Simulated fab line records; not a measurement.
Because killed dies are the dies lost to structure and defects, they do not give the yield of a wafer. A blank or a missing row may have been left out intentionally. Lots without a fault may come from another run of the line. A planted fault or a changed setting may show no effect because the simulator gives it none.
Struck lot and sound lot, side by side	flow n5-finfet	15 out of 1938 route steps
Sound: the wafers L316.1, L316.3, L316.6. Struck: wafers L324.4, L324.6. (L324.1 of the same lot was not struck and is left out.) The cause comes at the end.
Order at every step that has rows: each side's tool, ch and its chambers, its first start. Under that, the readings that differ: sound wafers	struck wafers	difference of the means	sigmas: that difference in standard deviations of wafers without a fault.
alike: words and numbers the same on both sides, and readings whose means are apart by under 2 such deviations; not compared: readings that were withheld, readings missing a value for some wafer, numbers with overlapping values and no deviation given by the record, and bounds like >300 which may hide the same value.
Wherever a step has rows on one side only, a row that says differs or no value, or a row with sigmas, the two part there. Non-overlapping numbers with no deviation appear without sigmas and do not part them. A reading that every wafer of one side lacks parts them only if that side has two wafers or more.

first, 4 steps without rows for these wafers: N5_DUMMY_GATE_STRIP_38 (strips in N2/H2); N5_DUMMY_GATE_STRIP_39 (strips in N2/H2); N5_DUMMY_GATE_TRIM_49 (chemistry O2, time 29 s, target cd 14 nm); N5_DUMMY_GATE_STRIP_40 (strips in CF4).
N5_DUMMY_GATE_CD_MEAS_50: the cd target is 14 nm.
  sound: cd-sem-01 at day 4 22:03; struck: cd-sem-02 at day 6 23:26
  alike: cd-nm
N5_DUMMY_GATE_ETCH_31: etches SiO2 in C4F6/O2, target depth 82.5 nm, time 27.5 s.
  sound on rie-diel-04 ch 0,2, day 4 22:11; struck on rie-diel-01 ch 1,2, day 6 23:29
  alike: drypump-motor-current-A, oes-product-au, rf-vpp-V, showerhead-plenum-p-Torr, throttle-valve-pct
  not compared: rf-hours-counter-h
N5_DUMMY_GATE_STRIP_41: strips in O2.
  sound on rie-diel-04 ch 0,2, day 4 22:14; struck on rie-diel-01 ch 1,2, day 6 23:32
  alike: drypump-motor-current-A, oes-product-au, rf-vpp-V, showerhead-plenum-p-Torr, throttle-valve-pct
  not compared: rf-hours-counter-h
N5_DUMMY_GATE_HM_OPEN_21: chemistry CH3F/O2, target SiNx, target depth 120 nm, time 171.4 s.
  sound on rie-diel-04 ch 0,2, day 4 22:16; struck on rie-diel-01 ch 1,2, day 6 23:34
  alike: drypump-motor-current-A, oes-product-au, rf-vpp-V, showerhead-plenum-p-Torr, throttle-valve-pct
  not compared: rf-hours-counter-h
then, 1 step without rows for these wafers: N5_DUMMY_GATE_ETCH_32 (etches SiO2 in CF4, target depth 3.5 nm, time 3.9 s).
N5_DUMMY_GATE_ETCH_23: etches poly-Si in HBr/Cl2/O2, target depth 41 nm, time 22.3 s.
  sound on rie-si-01 ch 1,3, day 4 22:28; struck on rie-si-03 ch 2,3, day 6 23:46
reading	sound	struck	difference	sigmas
oes-product-au (a.u.)	0.984 1.002 0.994	1.012 1.052	+0.039	+2
  alike: drypump-motor-current-A, throttle-valve-pct
  not compared: rf-hours-counter-h
then, 1 step without rows for these wafers: N5_DUMMY_GATE_ETCH_44 (etches poly-Si in HBr/O2, stops on SiO2, target depth 127.5 nm).
N5_DUMMY_GATE_CD_MEAS_24: the cd target is 15 nm.
  sound: cd-sem-03 at day 4 22:38; struck: cd-sem-01 at day 6 23:56
  alike: cd-nm
N5_DUMMY_GATE_ETCH_42: etches SiO2 in CHF3/O2, target depth 3.5 nm, time 31 s.
  sound on rie-diel-01 ch 0,2, day 4 22:41; struck on rie-diel-01 ch 0,3, day 6 23:59
reading	sound	struck	difference	sigmas
model.etch.depth-nm (nm)	3.378 3.525 3.527	2.912 2.983	-0.529	
  alike: drypump-motor-current-A, oes-product-au, rf-vpp-V, showerhead-plenum-p-Torr, throttle-valve-pct
  not compared: rf-hours-counter-h
N5_DUMMY_GATE_STRIP_48: strips in N2/H2, time 20 s.
  sound on rie-diel-01 ch 0,2, day 4 22:44; struck on rie-diel-01 ch 0,3, day 7 00:02
  alike: drypump-motor-current-A, oes-product-au, rf-vpp-V, showerhead-plenum-p-Torr, throttle-valve-pct
  not compared: rf-hours-counter-h
-- record jumps: 5 days separate the struck wafers' starts on either side; left off in module DUMMY_GATE, taken up again in module BEOL_M4, whose first shown step is the route's number 1111 --
N5_BEOL_M4_RC_MEAS_101:
  sound on prober-02 ch 0, day 10 07:34; struck on prober-01 ch 0, day 11 23:56
  alike: DIBL_N, DIBL_P, IOFF_N, IOFF_P, ION_N, ION_P, SS_N, SS_P, VT_N, VT_P

## WHERE THEY PART
Within this record, at N5_DUMMY_GATE_ETCH_23 only. Later steps at which nothing parts them and some readings are alike: N5_DUMMY_GATE_CD_MEAS_24, N5_DUMMY_GATE_ETCH_42, N5_DUMMY_GATE_STRIP_48, N5_BEOL_M4_RC_MEAS_101.

WHY: what the simulator had put in
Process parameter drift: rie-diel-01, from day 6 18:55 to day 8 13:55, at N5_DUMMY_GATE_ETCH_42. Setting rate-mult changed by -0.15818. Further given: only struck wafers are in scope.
